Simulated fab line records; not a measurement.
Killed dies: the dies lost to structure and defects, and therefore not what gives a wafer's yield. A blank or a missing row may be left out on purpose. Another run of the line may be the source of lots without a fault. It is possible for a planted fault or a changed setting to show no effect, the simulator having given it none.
fab line records    flow nand-harc
[record] lots = 6  wafers = 18  last-day = 33
route steps=1302 shown P_GATE@164 P_CONTACT@217 END@1302
lots that met no fault: from a run of the same line without faults
start-h: start of the lot's first displayed wafer, in hours after the record's first day    wait-h: time in hours since the lot's previous step    " unchanged from the row above    L1.1+2: a row that stands for several wafers    - value missing, or start not given    * or withheld: withheld    < > ~ a bound
route shown NAME@n: a module of which the file shows steps, and the number in the route of the first    usual: mean/standard deviation of fault-free wafers    same: alike in all rows    chamber/n: place in a boat    sites: each site's reading    _std_site: how widely they spread, as a standard deviation    _edge_site: the outer-site mean with the inner-site mean subtracted    radius-mm: how far each site lies from the wafer's centre    mask NAME#n: copy n    behind: the most recent tool/chamber to have shaped the wafer    hold: reason for holding the lot/hours on hold/outcome of the hold    device: which transistor (n, p or np) failed to switch    end of line: tests run on the same wafers once the route is complete    where a step has no rows: the recipe by itself    killed: not the wafer's yield, but the dies lost to structure and defects at the first sort    map: the dies of a wafer, with x for killed, . for not killed, _ for no die there
set.NAME: the setting that was run; set.NAME@STEP: the one run at that earlier step    model.NAME: the simulator's own value behind a step, which no gauge read
lots seen at some steps along the route; tables by step, rows by wafer
services: when a tool's chamber went out of use (start-h, in hours from the record's first day, below 0 if earlier), for how many hours, and the reason
[[steps]]
[step NHARC_P_GATE_COAT_40]
[recipe] spin-rpm = 3000
[step NHARC_P_GATE_SOFTBAKE_41]
[recipe] temp-c = 122  time-s = 95
[step NHARC_P_GATE_EBR_42]
[step NHARC_P_GATE_EXPOSE_43]
[recipe] na = 0.6  target-cd-nm = 720  dose-mj = 14.81  mask-id = P_NSD
[step NHARC_P_GATE_PEB_44]
[recipe] peb-temp-c = 118  peb-time-s = 85
[step NHARC_P_GATE_DEVELOP_45]
[recipe] time-s = 70
[step NHARC_P_GATE_CD_MEAS_46]
[recipe] target-cd-nm = 720  landing-energy-ev = 500
[usual] cd-nm = 719.9/1.6
lot.wafer  tool       chamber  start-h  wait-h  cd-nm
L661.2     cd-sem-03  0        104.80   -       721.7
L661.4     "          0        "        "       721.1
L661.6     "          0        "        "       720.6
L667.1     cd-sem-03  0        166.08   -       719.5
L667.2     "          0        "        "       720.9
L667.4     "          0        "        "       722.0
L674.2     cd-sem-02  0        237.45   -       719.6
L674.3     "          0        "        "       718.6
L674.6     "          0        "        "       718.7
L676.3     cd-sem-03  0        254.55   -       720.9
L676.5     "          0        "        "       722.6
L676.6     "          0        "        "       719.2
L683.1     cd-sem-01  0        328.49   -       716.6
L683.3     "          0        "        "       718.3
L683.4     "          0        "        "       717.3
L684.3     cd-sem-03  0        336.03   -       721.1
L684.5     "          0        "        "       722.9
L684.6     "          0        "        "       720.1
[step NHARC_P_GATE_HARDBAKE_47]
[recipe] temp-c = 125  time-s = 80
[step NHARC_P_GATE_DESCUM_48]
[recipe] time-s = 3  o2-flow-sccm = 200  ar-flow-sccm = 0  bias-power-w = 0  chemistry = O2
[usual] drypump-motor-current-A = 5.8/0.34  oes-product-au = 0.995/0.009  rf-vpp-V = 57.8/0.9  showerhead-plenum-p-Torr = 1.91/0.067  throttle-valve-pct = 11.311/0.0091
[same] time-s = 3
lot.wafer  tool         chamber  start-h  wait-h  drypump-motor-current-A  oes-product-au  rf-hours-counter-h  rf-vpp-V  showerhead-plenum-p-Torr  throttle-valve-pct
L661.2     rie-diel-11  0        104.96   -       6.2                      1.008           1                   58.2      1.99                      11.308
L661.4     "            2        "        "       5.6                      1.003           1                   59.0      1.95                      11.316
L661.6     "            1        "        "       6.0                      0.997           -                   58.3      2.02                      11.322
L667.2     rie-diel-09  0        166.24   -       6.0                      0.996           0                   58.1      2.02                      11.305
L667.4     "            2        "        "       6.1                      1.003           0                   57.9      1.96                      11.294
L667.1     "            3        "        "       5.8                      0.998           0                   58.6      1.90                      11.314
L674.2     rie-diel-03  0        237.61   -       5.9                      0.987           7                   56.7      1.85                      11.305
L674.3     "            1        "        "       5.7                      0.982           8                   57.6      1.84                      11.300
L674.6     "            1        "        "       5.7                      0.995           -                   57.1      1.84                      11.299
L676.3     rie-diel-11  0        254.74   -       6.2                      1.000           9                   56.6      1.99                      11.301
L676.5     "            1        "        "       6.0                      1.002           -                   57.9      2.01                      11.311
L676.6     "            2        "        "       5.6                      0.992           -                   58.9      1.95                      11.312
L683.1     rie-diel-03  2        328.65   -       6.2                      0.997           3                   58.1      1.82                      11.323
L683.3     "            3        "        "       5.8                      1.000           3                   58.3      1.93                      11.330
L683.4     "            1        "        "       5.7                      0.979           2                   57.7      1.84                      11.309
L684.3     rie-diel-09  1        336.19   -       5.3                      0.998           0                   58.6      1.88                      11.305
L684.5     "            0        "        "       5.9                      0.997           -                   60.1      2.02                      11.323
L684.6     "            1        "        "       5.3                      1.001           -                   58.1      1.88                      11.289
[step NHARC_P_GATE_IMPLANT_49]
[recipe] energy-kev = 30  dose-cm2 = 3e+15  tilt-deg = 7
[step NHARC_P_GATE_STRIP_111]
[recipe] power-w = 1500  temp-c = 110  time-s = 250  chemistry = N2/H2
[step NHARC_P_GATE_STRIP_75]
[recipe] power-w = 1500  temp-c = 250  chemistry = O2
[usual] drypump-motor-current-A = 5.7/0.37  heater-power-w = 351/41  temp-c = 249.96/0.18
lot.wafer  tool             chamber  start-h  wait-h  drypump-motor-current-A  heater-power-w  rf-hours-counter-h  temp-c
L661.2     plasma-asher-02  1        105.66   0.2     5.7                      310             4                   250.07
L661.4     "                0        "        "       5.9                      347             -                   249.92
L661.6     "                0        "        "       5.9                      352             -                   249.82
L667.2     plasma-asher-02  1        167.04   0.3     5.8                      302             18                  249.86
L667.1     "                0        "        "       5.9                      348             18                  249.41
L667.4     "                1        "        "       5.7                      305             -                   249.88
L674.2     plasma-asher-02  1        238.28   0.2     5.8                      306             35                  249.78
L674.3     "                1        "        "       5.7                      305             -                   250.09
L674.6     "                0        "        "       5.9                      348             -                   249.85
L676.3     plasma-asher-01  0        255.40   0.2     6.0                      428             -                   250.09
L676.6     "                0        "        "       6.0                      426             -                   250.04
L676.5     "                1        "        "       5.0                      356             -                   250.14
L683.1     plasma-asher-02  0        329.32   0.3     5.9                      359             14                  250.09
L683.3     "                0        "        "       5.9                      350             -                   249.97
L683.4     "                1        "        "       5.7                      292             -                   249.98
L684.3     plasma-asher-02  1        336.96   0.2     5.7                      292             -                   250.03
L684.5     "                1        "        "       5.7                      293             -                   249.89
L684.6     "                0        "        "       5.9                      357             -                   250.15
[step NHARC_P_GATE_STRIP_50]
[recipe] time-s = 900  temp-c = 130  chemistry = SPM
[usual] temp-c = 129.98/0.14
[same] time-s = 900
lot.wafer  tool          chamber  start-h  wait-h  temp-c
L661.4     wet-bench-07  4        105.81   0.1     129.96
L661.6     "             5        "        "       129.93
L661.2     "             0        "        "       129.87
L667.1     wet-bench-02  5        167.19   0.1     130.03
L667.2     "             6        "        "       129.96
L667.4     "             7        "        "       129.86
L674.6     wet-bench-07  6        238.43   0.1     130.21
L674.2     "             7        "        "       129.83
L674.3     "             2        "        "       130.39
L676.3     wet-bench-07  0        255.53   0.1     130.05
L676.5     "             1        "        "       129.95
L676.6     "             4        "        "       129.71
L683.3     wet-bench-09  6        329.47   0.1     129.89
L683.1     "             1        "        "       130.03
L683.4     "             2        "        "       130.04
L684.5     wet-bench-02  3        337.11   0.1     130.29
L684.3     "             5        "        "       129.91
L684.6     "             6        "        "       129.91
[step NHARC_P_GATE_DEHYDRATE_51]
[recipe] temp-c = 150  time-s = 120
[step NHARC_P_GATE_HMDS_52]
[recipe] time-s = 30
[step NHARC_P_GATE_COAT_53]
[recipe] spin-rpm = 3000
[step NHARC_P_GATE_SOFTBAKE_54]
[recipe] temp-c = 122  time-s = 95
[step NHARC_P_GATE_EBR_55]
[step NHARC_P_GATE_EXPOSE_56]
[recipe] na = 0.6  target-cd-nm = 720  dose-mj = 14.81  mask-id = P_PSD
[step NHARC_P_GATE_PEB_57]
[recipe] peb-temp-c = 118  peb-time-s = 85
[step NHARC_P_GATE_DEVELOP_58]
[recipe] time-s = 70
[step NHARC_P_GATE_CD_MEAS_59]
[recipe] target-cd-nm = 720  landing-energy-ev = 500
[usual] cd-nm = 719.1/1.6
lot.wafer  tool       chamber  start-h  wait-h  cd-nm
L661.2     cd-sem-03  0        106.59   -       720.5
L661.4     "          0        "        "       717.4
L661.6     "          0        "        "       718.9
L667.1     cd-sem-01  0        167.97   -       718.9
L667.2     "          0        "        "       720.1
L667.4     "          0        "        "       717.9
L674.2     cd-sem-02  0        239.08   -       717.8
L674.3     "          0        "        "       716.9
L674.6     "          0        "        "       715.8
L676.3     cd-sem-03  0        256.30   -       720.2
L676.5     "          0        "        "       719.5
L676.6     "          0        "        "       717.5
L683.1     cd-sem-01  0        330.24   -       720.2
L683.3     "          0        "        "       717.7
L683.4     "          0        "        "       716.8
L684.3     cd-sem-03  0        337.87   -       719.4
L684.5     "          0        "        "       718.1
L684.6     "          0        "        "       716.4
[step NHARC_P_GATE_HARDBAKE_60]
[recipe] temp-c = 125  time-s = 80
[step NHARC_P_GATE_DESCUM_61]
[recipe] time-s = 3  o2-flow-sccm = 200  ar-flow-sccm = 0  bias-power-w = 0  chemistry = O2
[step NHARC_P_GATE_IMPLANT_62]
[recipe] energy-kev = 20  dose-cm2 = 3e+15  tilt-deg = 7
[step NHARC_P_GATE_STRIP_112]
[recipe] power-w = 1500  temp-c = 110  time-s = 200  chemistry = N2/H2
[usual] drypump-motor-current-A = 5.6/0.42  heater-power-w = 96/12  temp-c = 110.00/0.15
[same] time-s = 200
lot.wafer  tool             chamber  start-h  wait-h  drypump-motor-current-A  heater-power-w  rf-hours-counter-h  temp-c
L661.2     plasma-asher-02  0        107.16   0.2     5.9                      94              5                   110.13
L661.4     "                1        "        "       5.7                      83              -                   109.93
L661.6     "                1        "        "       5.7                      80              -                   109.90
L667.1     plasma-asher-02  0        168.49   0.2     5.9                      92              19                  110.08
L667.2     "                1        "        "       5.7                      82              19                  109.71
L667.4     "                1        "        "       5.7                      81              -                   110.06
L674.2     plasma-asher-01  1        239.65   0.2     4.9                      97              13                  110.12
L674.3     "                1        "        "       5.0                      95              -                   110.40
L674.6     "                0        "        "       6.0                      114             -                   110.09
L676.3     plasma-asher-01  1        256.94   0.2     5.0                      94              -                   110.09
L676.6     "                1        "        "       5.0                      93              -                   109.94
L676.5     "                0        "        "       6.0                      112             -                   110.01
L683.1     plasma-asher-01  0        330.78   0.2     6.0                      115             30                  110.10
L683.3     "                0        "        "       6.0                      115             -                   109.92
L683.4     "                1        "        "       5.0                      96              -                   109.78
L684.3     plasma-asher-01  1        338.51   0.2     5.0                      98              -                   110.10
L684.6     "                1        "        "       5.0                      94              -                   109.74
L684.5     "                0        "        "       6.0                      113             -                   110.05
[step NHARC_P_GATE_STRIP_76]
[recipe] power-w = 1500  temp-c = 250  chemistry = O2
[usual] drypump-motor-current-A = 5.6/0.42  heater-power-w = 359/44  temp-c = 250.00/0.18
lot.wafer  tool             chamber  start-h  wait-h  drypump-motor-current-A  heater-power-w  rf-hours-counter-h  temp-c
L661.2     plasma-asher-02  0        107.39   0.2     5.9                      349             5                   249.76
L661.4     "                1        "        "       5.7                      306             -                   249.98
L661.6     "                1        "        "       5.7                      303             -                   249.79
L667.1     plasma-asher-02  0        168.75   0.2     5.9                      346             19                  250.01
L667.2     "                1        "        "       5.7                      302             19                  250.01
L667.4     "                1        "        "       5.8                      305             -                   249.92
L674.2     plasma-asher-01  1        239.87   0.2     5.0                      357             13                  249.95
L674.3     "                1        "        "       5.0                      353             -                   250.39
L674.6     "                0        "        "       6.0                      425             -                   249.93
L676.3     plasma-asher-01  1        257.14   0.2     5.0                      354             -                   249.90
L676.6     "                1        "        "       5.0                      354             -                   250.24
L676.5     "                0        "        "       6.0                      415             -                   249.94
L683.1     plasma-asher-01  0        331.04   0.2     6.0                      421             30                  249.81
L683.3     "                0        "        "       6.0                      429             -                   250.13
L683.4     "                1        "        "       4.9                      353             -                   250.05
L684.3     plasma-asher-01  1        338.71   0.2     5.0                      351             -                   249.87
L684.6     "                1        "        "       5.0                      350             -                   250.15
L684.5     "                0        "        "       6.0                      422             -                   250.14
[step NHARC_P_GATE_STRIP_63]
[recipe] time-s = 900  temp-c = 130  chemistry = SPM
[step NHARC_P_GATE_DEHYDRATE_83]
[recipe] temp-c = 150  time-s = 120
[step NHARC_P_GATE_HMDS_84]
[recipe] time-s = 30
[step NHARC_P_GATE_COAT_85]
[recipe] spin-rpm = 3000
[step NHARC_P_GATE_SOFTBAKE_86]
[recipe] temp-c = 122  time-s = 95
[step NHARC_P_GATE_EBR_87]
[step NHARC_P_GATE_EXPOSE_88]
[recipe] na = 0.6  target-cd-nm = 2000  dose-mj = 11.87  mask-id = P_HVN
[step NHARC_P_GATE_PEB_89]
[recipe] peb-temp-c = 118  peb-time-s = 85
[step NHARC_P_GATE_DEVELOP_90]
[recipe] time-s = 70
[step NHARC_P_GATE_CD_MEAS_91]
[recipe] target-cd-nm = 2000  landing-energy-ev = 500
[usual] cd-nm = 1999.7/2.1
lot.wafer  tool       chamber  start-h  wait-h  cd-nm
L661.2     cd-sem-01  0        108.30   -       1997.5
L661.4     "          0        "        "       2001.1
L661.6     "          0        "        "       1998.2
L667.1     cd-sem-03  0        169.67   -       2000.1
L667.2     "          0        "        "       1997.6
L667.4     "          0        "        "       1999.5
L674.2     cd-sem-01  0        240.67   -       1999.0
L674.3     "          0        "        "       1998.4
L674.6     "          0        "        "       2000.8
L676.3     cd-sem-03  0        258.04   -       1999.5
L676.5     "          0        "        "       1999.9
L676.6     "          0        "        "       1998.4
L683.1     cd-sem-03  0        331.83   -       2003.0
L683.3     "          0        "        "       2002.0
L683.4     "          0        "        "       1999.1
L684.3     cd-sem-03  0        339.48   -       1996.3
L684.5     "          0        "        "       1998.1
L684.6     "          0        "        "       1998.1
[step NHARC_P_GATE_HARDBAKE_92]
[recipe] temp-c = 125  time-s = 80
[step NHARC_P_GATE_DESCUM_93]
[recipe] time-s = 3  o2-flow-sccm = 200  ar-flow-sccm = 0  bias-power-w = 0  chemistry = O2
[step NHARC_P_GATE_IMPLANT_94]
[recipe] energy-kev = 60  dose-cm2 = 2e+15  tilt-deg = 7
[step NHARC_P_GATE_STRIP_113]
[recipe] power-w = 1500  temp-c = 110  time-s = 740  chemistry = N2/H2
[step NHARC_P_GATE_STRIP_95]
[recipe] power-w = 1500  temp-c = 250  chemistry = O2
[usual] drypump-motor-current-A = 5.7/0.36  heater-power-w = 349/43  temp-c = 250.01/0.18
lot.wafer  tool             chamber  start-h  wait-h  drypump-motor-current-A  heater-power-w  rf-hours-counter-h  temp-c
L661.2     plasma-asher-01  0        109.55   0.5     6.0                      396             26                  249.84
L661.4     "                1        "        "       5.0                      341             -                   249.93
L661.6     "                1        "        "       4.9                      360             -                   250.22
L667.1     plasma-asher-02  0        170.93   0.6     5.9                      342             21                  250.30
L667.2     "                1        "        "       5.7                      301             21                  249.93
L667.4     "                1        "        "       5.7                      300             -                   249.81
L674.2     plasma-asher-02  0        241.92   0.5     5.8                      345             37                  250.04
L674.3     "                0        "        "       5.9                      342             -                   249.89
L674.6     "                0        "        "       5.9                      349             -                   250.25
L676.3     plasma-asher-02  0        259.31   0.3     5.9                      360             -                   250.01
L676.5     "                1        "        "       5.8                      293             -                   249.89
L676.6     "                0        "        "       5.9                      364             -                   250.06
L683.1     plasma-asher-02  1        333.08   0.5     5.7                      288             16                  250.30
L683.4     "                0        "        "       5.9                      356             -                   250.17
L683.3     "                1        "        "       5.7                      288             -                   250.14
L684.3     plasma-asher-01  1        340.75   0.4     5.0                      357             -                   250.06
L684.5     "                1        "        "       5.0                      349             -                   250.23
L684.6     "                0        "        "       6.0                      420             -                   250.02
[step NHARC_P_GATE_INSPECT_68]
[usual] raw-defect-count = 205/66
lot.wafer  tool               chamber  start-h  wait-h  hold                      raw-defect-count
L661.2     defect-inspect-01  -        111.37   0.1     -                         184
L661.4     "                  -        "        "       -                         199
L661.6     "                  -        "        "       -                         201
L667.1     defect-inspect-01  -        172.74   0.2     -                         299
L667.2     "                  -        "        "       -                         173
L667.4     "                  -        "        "       -                         197
L674.2     defect-inspect-01  -        243.73   0.1     await-dispo/0.2h/release  433
L674.3     "                  -        "        "       await-dispo/0.2h/release  477
L674.6     "                  -        "        "       await-dispo/0.2h/release  533
L674.2     defect-inspect-01  -        243.90   0.2     -                         420
L674.3     "                  -        "        "       -                         472
L674.6     "                  -        "        "       -                         534
L676.3     defect-inspect-01  -        261.10   0.1     await-dispo/0.2h/release  521
L676.5     "                  -        "        "       await-dispo/0.2h/release  578
L676.6     "                  -        "        "       await-dispo/0.2h/release  469
L676.3     defect-inspect-01  -        261.27   0.2     -                         520
L676.5     "                  -        "        "       -                         565
L676.6     "                  -        "        "       -                         485
L683.1     defect-inspect-02  -        334.89   0.2     -                         160
L683.3     "                  -        "        "       -                         214
L683.4     "                  -        "        "       -                         184
L684.3     defect-inspect-02  -        342.56   0.1     -                         215
L684.5     "                  -        "        "       -                         352
L684.6     "                  -        "        "       -                         177
[step NHARC_P_CONTACT_DEP_30]
[recipe] target-thk-a = 300  temp-c = 400  target-thk-nm = 30  flow-sccm = 200  rf-w = 450  material = SiNx
[usual] heater-power-w = 656/93
lot.wafer  tool      chamber  start-h  wait-h  hold                      heater-power-w
L661.2     pecvd-03  2        111.43   0.1     -                         687
L661.4     "         2        "        "       -                         679
L661.6     "         0        "        "       -                         547
L667.1     pecvd-03  0        172.81   0.1     -                         589
L667.2     "         2        "        "       -                         605
L667.4     "         0        "        "       -                         581
L674.2     pecvd-03  1        245.17   1.3     await-dispo/1.1h/release  853
L674.3     "         0        "        "       await-dispo/1.1h/release  624
L674.6     "         1        "        "       await-dispo/1.1h/release  872
L676.3     pecvd-04  0        265.95   4.7     await-dispo/4.3h/release  772
L676.5     "         1        "        "       await-dispo/4.3h/release  617
L676.6     "         0        "        "       await-dispo/4.3h/release  767
L683.3     pecvd-03  1        335.00   0.1     -                         804
L683.1     "         2        "        "       -                         572
L683.4     "         0        "        "       -                         543
L684.3     pecvd-02  0        342.66   0.1     -                         645
L684.5     "         2        "        "       -                         678
L684.6     "         0        "        "       -                         657
[step NHARC_END_SORT_01]
[recipe] temp-c = 25
[usual] defect-limited-yield = 91/3.2  killed-at-array = 53/21  killed-at-other = 0.8/1.1  killed-at-periphery = 4.2/2.7  killed-dies = 58/22  killed-open = 3.4/1.9  killed-short = 2.5/1.6  sort_bin_2_pct = 3.1/1.4  sort_bin_3_pct = 0.6/0.43  sort_bin_4_pct = 4.9/1.7  sort-n-pass = 619/22  sort-rim-yield-pct = 96.9/1.8  sort-yield-pct = 91/3.2
[same] gross-dies = 677  sort_bin_5_pct[%] = 0  sort_bin_6_pct[%] = 0  sort_bin_7_pct[%] = 0  sort_bin_8_pct[%] = 0  sort-rim-n-gross = 106.00
lot.wafer  tool       chamber  start-h  wait-h  defect-limited-yield[%]  killed-at-array  killed-at-other  killed-at-periphery  killed-dies  killed-open  killed-short  sort_bin_2_pct[%]  sort_bin_3_pct[%]  sort_bin_4_pct[%]  sort-n-pass  sort-rim-yield-pct[%]  sort-yield-pct[%]
L667.1     prober-02  0        628.85   2.5     92                       53               0                2                    55           1            3             3.2                0.1                4.7                622          95.3                   92
L667.2     prober-02  0        629.65   2.8     92                       52               0                3                    55           2            2             3.2                0.9                4.0                622          100.0                  92
L667.4     prober-02  0        631.26   3.4     92                       42               2                7                    51           4            1             2.4                0.7                4.4                626          99.1                   92
// killed by level:class
L667.1 A_CHANNEL_HOLE_D1:chamber-film-flake=36 A_CHANNEL_HOLE_D2:chamber-film-flake=8 A_WL_FILL:chamber-film-flake=2 P_CONTACT:geometric-particle:open=1 A_CHANNEL_FILL_D2:geometric-particle:short=1 A_SGD_CUT:geometric-particle:short=1 A_WL_FILL:geometric-particle:short=1 A_CHANNEL_FILL_D1:chamber-film-flake=1
L667.2 A_CHANNEL_HOLE_D1:chamber-film-flake=28 A_CHANNEL_HOLE_D2:chamber-film-flake=13 A_CONTACT:chamber-film-flake=3 P_M1:chamber-film-flake=2 A_WL_FILL:chamber-film-flake=2 A_ONON_D1:geometric-particle:short=1 A_CHANNEL_FILL_D2:geometric-particle:short=1 A_STAIRCASE:geometric-particle:open=1
L667.4 A_CHANNEL_HOLE_D1:chamber-film-flake=27 A_CHANNEL_HOLE_D2:chamber-film-flake=8 P_M1:chamber-film-flake=3 P_CONTACT:geometric-particle:open=2 THIN_TSV:chamber-film-flake=2 A_STAIRCASE:chamber-film-flake=2 A_CONTACT:chamber-film-flake=2 P_M1:geometric-particle:short=1
[[services]]
tool             chamber  start-h  hours  kind
pecvd-04         -        88.12    13.0   pm
rie-diel-09      1        101.30   6.2    repair
rie-diel-03      -        104.30   9.0    pm
rie-diel-09      3        111.73   2.7    repair
rie-diel-09      0        119.60   4.2    repair
rie-diel-09      -        143.10   9.0    pm
pecvd-02         -        158.72   0.5    repair
wet-bench-07     -        160.10   8.0    pm
plasma-asher-01  -        165.00   9.0    pm
pecvd-03         -        185.33   13.0   pm
rie-diel-11      2        191.29   28.6   repair
rie-diel-11      2        228.53   4.4    repair
rie-diel-03      0        229.96   5.7    repair
pecvd-03         2        232.09   20.8   repair
wet-bench-02     -        244.00   8.0    pm
plasma-asher-02  -        249.03   9.0    pm
rie-diel-11      -        255.75   9.0    pm
rie-diel-09      3        271.37   3.9    repair
rie-diel-03      -        281.30   9.0    pm
rie-diel-11      3        311.28   1.7    repair
rie-diel-09      -        320.10   9.0    pm
rie-diel-03      2        333.34   7.8    repair
wet-bench-07     -        336.10   8.0    pm
plasma-asher-01  -        342.00   9.0    pm
[[key]]
[first-sign] step = NHARC_P_GATE_INSPECT_68  reading = raw-defect-count  direction = up  sigmas = 4.5  usual = 205  struck = 502
[effect] step = NHARC_P_GATE_INSPECT_68  reading = hold  direction = added
met-at NHARC_P_GATE_STRIP_50
struck-wafers L674.2,L674.3,L674.6,L676.3,L676.5,L676.6
scrapped-behind NHARC_P_CONTACT_INSPECT_14 L674.2,L674.3,L674.6,L676.3,L676.5,L676.6
onset-between 105.81 238.43
[fault] kind = chamber-particle-source  tool = wet-bench-07  chamber = -  onset-h = 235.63  steps = NHARC_P_GATE_STRIP_50  rate-per-visit-cm2 = 0.47633  end-h = 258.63
